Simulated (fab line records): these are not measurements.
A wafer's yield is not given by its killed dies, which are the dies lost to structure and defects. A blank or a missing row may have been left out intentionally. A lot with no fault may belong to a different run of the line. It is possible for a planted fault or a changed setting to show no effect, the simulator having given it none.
Chamber matching    flow n5_finfet    N5_MOL_CONTACT_COAG_ETCH_59 on rie_diel-03 has 4 sister chambers
The step etches underlayer in N2/H2, target depth 13 nm, time 10.4 s. 4 wafers are shown with their chamber, then 11 later ones without.

WAFERS WITH THEIR CHAMBER
wafer   chamber  showerhead_plenum_p_Torr (Torr)
L081.6  3        2.52
L082.4  2        2.43
L083.6  0        2.50
L086.1  1        2.64

WAFERS WITH NO CHAMBER GIVEN
wafer   showerhead_plenum_p_Torr (Torr)
L086.3  2.50
L086.5  2.42
L087.2  2.42
L087.4  2.64
L087.5  2.52
L090.3  2.42
L090.5  2.42
L090.6  2.63
L096.1  2.62
L096.5  2.41
L096.6  2.62

CHAMBER TAKEN BY EACH
wafer   from the rows above      in truth
L086.3  can't be placed: 0 or 3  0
L086.5  2                        2
L087.2  2                        2
L087.4  1                        1
L087.5  can't be placed: 3 or 0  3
L090.3  2                        2
L090.5  2                        2
L090.6  1                        1
L096.1  1                        1
L096.5  2                        2
L096.6  1                        1
9 of 11 placed correctly. From these rows, 2 cannot be placed; in 2 the true chamber is one of the candidates. Placed wrongly: 0.
How it was worked out, from the rows above alone: a wafer's distance from a chamber is the root of the sum, over the readings, of the square of ((its reading less the chamber's mean) divided by the reading's scatter). If the next closest chamber is less than 2 further off than the closest, the wafer can't be placed; otherwise it belongs to the closest. For every chamber, the mean is computed from those of its wafers that are shown. The scatter: with one shown wafer a chamber, the root of the mean of the squares of how far each hidden wafer lies from its nearest shown one.
